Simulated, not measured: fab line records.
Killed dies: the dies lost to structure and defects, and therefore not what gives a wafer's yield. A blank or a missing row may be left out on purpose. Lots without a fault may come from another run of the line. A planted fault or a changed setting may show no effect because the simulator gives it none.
Chamber matching -- flow n5_finfet -- 3 sister chambers for N5_BEOL_M5_CURE_80 on uv_cure-01
The step cures SiCOH lowk, time 120 s. 30 wafers are shown with their chamber, then 12 later ones without.

EACH WAFER AND ITS CHAMBER
wafer,chamber,wafer_temp_C_max,lamp_power_pct (%)
L077.2,2,374.0,52.40
L077.4,2,372.7,52.31
L077.6,2,373.7,52.29
L081.1,0,371.8,52.32
L081.3,0,372.4,52.20
L081.4,0,371.7,52.34
L081.2,0,371.9,52.35
L081.5,0,372.3,52.23
L081.6,0,371.4,52.37
L083.1,1,371.7,52.28
L083.3,1,371.7,52.35
L083.6,1,371.3,52.30
L087.3,2,373.3,52.32
L087.5,2,372.9,52.31
L087.6,2,372.3,52.38
L085.4,1,371.6,52.42
L085.5,1,371.5,52.31
L085.6,1,371.6,52.29
L091.2,2,373.0,52.23
L091.3,2,373.8,52.32
L091.6,2,373.8,52.28
L094.1,2,372.7,52.25
L094.2,2,374.2,52.27
L094.4,2,372.9,52.27
L094.3,2,373.5,52.35
L094.5,2,373.8,52.30
L094.6,2,373.6,52.31
L093.1,2,373.2,52.35
L093.3,2,372.8,52.32
L093.5,2,373.5,52.27

SIGNATURES, as means of the wafers listed above
reading,chamber 0,chamber 1,chamber 2,scatter within a chamber
wafer_temp_C_max,371.917,371.567,373.317,0.455
lamp_power_pct,52.3017,52.3250,52.3072,0.0511
Rule: a wafer lies at a distance from a chamber equal to the root of the sum of squares, over the readings, of (its reading less the chamber's mean, divided by the reading's scatter). The wafer belongs to the nearest chamber; if the next one is less than 2 further off, it can't be placed. How the scatter is found: for the shown wafers, subtract from each reading the mean of its chamber, square and add these, divide the total by (wafers less chambers), then take the root.

WAFERS WITHOUT THEIR CHAMBER
wafer,wafer_temp_C_max,lamp_power_pct (%)
L097.1,371.5,52.32
L097.2,371.6,52.31
L097.3,371.2,52.26
L097.4,371.9,52.33
L097.5,371.4,52.35
L097.6,371.7,52.36
L096.1,372.8,52.34
L096.4,372.7,52.28
L096.6,372.6,52.35
L096.2,373.0,52.39
L096.3,372.0,52.25
L096.5,373.0,52.36

WHICH CHAMBER EACH ONE RAN IN
wafer,from the rows above,in truth
L097.1,can't be placed: 1 or 0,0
L097.2,can't be placed: 1 or 0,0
L097.3,can't be placed: 1 or 0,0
L097.4,can't be placed: 0 or 1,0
L097.5,can't be placed: 1 or 0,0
L097.6,can't be placed: 1 or 0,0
L096.1,can't be placed: 2 or 0 or 1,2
L096.4,can't be placed: 2 or 0 or 1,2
L096.6,can't be placed: 0 or 2 or 1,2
L096.2,can't be placed: 2 or 0 or 1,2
L096.3,can't be placed: 0 or 1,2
L096.5,can't be placed: 2 or 0 or 1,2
Placed correctly: 0 of 12. These rows do not allow placing 12 (true chamber among the candidates in 11). Number placed wrongly: 0.
